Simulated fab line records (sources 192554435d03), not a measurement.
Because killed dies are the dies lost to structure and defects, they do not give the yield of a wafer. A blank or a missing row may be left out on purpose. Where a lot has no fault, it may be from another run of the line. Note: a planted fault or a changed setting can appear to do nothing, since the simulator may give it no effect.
Chamber matching | flow n5Finfet | N5_HKMG_FIN_ETCH_32 on rieDiel-01: 4 sister chambers
The step etches SOC in N2/H2, target depth 240 nm, time 300 s. 20 wafers are shown with their chamber, then 10 later ones without.

WAFERS PAIRED WITH THEIR CHAMBERS
wafer  | chamber | drypumpMotorCurrentA (A) | showerheadPlenumPTorr (Torr) | oesProductAu (a.u.)
L075.2 | 3       | 5.2                      | 2.53                         | 0.74
L075.3 | 2       | 4.8                      | 2.55                         | 0.76
L075.4 | 0       | 5.6                      | 2.63                         | 0.72
L076.2 | 1       | 6.1                      | 2.58                         | 0.85
L076.4 | 2       | 4.8                      | 2.54                         | 0.75
L076.6 | 2       | 4.8                      | 2.54                         | 0.76
L077.3 | 1       | 6.1                      | 2.58                         | 0.84
L077.4 | 0       | 5.6                      | 2.63                         | 0.71
L077.5 | 0       | 5.6                      | 2.63                         | 0.71
L079.1 | 3       | 5.2                      | 2.53                         | 0.73
L079.4 | 1       | 6.2                      | 2.58                         | 0.84
L079.6 | 3       | 5.2                      | 2.53                         | 0.73
L080.1 | 0       | 5.5                      | 2.63                         | 0.70
L080.3 | 1       | 6.1                      | 2.58                         | 0.83
L080.4 | 2       | 4.8                      | 2.54                         | 0.74
L084.2 | 2       | 4.8                      | 2.54                         | 0.74
L084.4 | 3       | 5.2                      | 2.52                         | 0.72
L084.5 | 3       | 5.2                      | 2.52                         | 0.72
L086.4 | 1       | 6.2                      | 2.57                         | 0.82
L086.5 | 3       | 5.2                      | 2.52                         | 0.72

SIGNATURES (averages over the wafers above)
reading               | chamber 0 | chamber 1 | chamber 2 | chamber 3 | scatter within a chamber
drypumpMotorCurrentA  | 5.575     | 6.140     | 4.800     | 5.200     | 0.0349
showerheadPlenumPTorr | 2.6300    | 2.5780    | 2.5420    | 2.5250    | 0.0044
oesProductAu          | 0.7100    | 0.8360    | 0.7500    | 0.7267    | 0.00953
Rule: for each reading, subtract the chamber's mean from the wafer's reading, divide by that reading's scatter and square the result; add these up over the readings and take the root, which gives the wafer's distance from the chamber. The wafer belongs to the nearest chamber; if the next one is less than 2 further off, it can't be placed. How the scatter is found: for the shown wafers, subtract from each reading the mean of its chamber, square and add these, divide the total by (wafers less chambers), then take the root.

WAFERS MISSING THEIR CHAMBER
wafer  | drypumpMotorCurrentA (A) | showerheadPlenumPTorr (Torr) | oesProductAu (a.u.)
L086.6 | 5.6                      | 2.62                         | 0.69
L093.1 | 5.2                      | 2.51                         | 0.71
L093.3 | 5.6                      | 2.62                         | 0.68
L093.5 | 5.6                      | 2.62                         | 0.67
L094.1 | 5.6                      | 2.62                         | 0.67
L094.2 | 5.3                      | 2.51                         | 0.71
L094.5 | 5.2                      | 2.51                         | 0.71
L095.3 | 5.6                      | 2.62                         | 0.67
L095.5 | 4.8                      | 2.53                         | 0.72
L095.6 | 5.2                      | 2.51                         | 0.70

WHICH CHAMBER EACH ONE RAN IN
wafer  | from the rows above | in truth
L086.6 | 0                   | 0
L093.1 | 3                   | 3
L093.3 | 0                   | 0
L093.5 | 0                   | 0
L094.1 | 0                   | 0
L094.2 | 3                   | 3
L094.5 | 3                   | 3
L095.3 | 0                   | 0
L095.5 | 2                   | 2
L095.6 | 3                   | 3
Placed correctly: 10 of 10. Number that these rows cannot place: 0. Wrongly placed: 0.
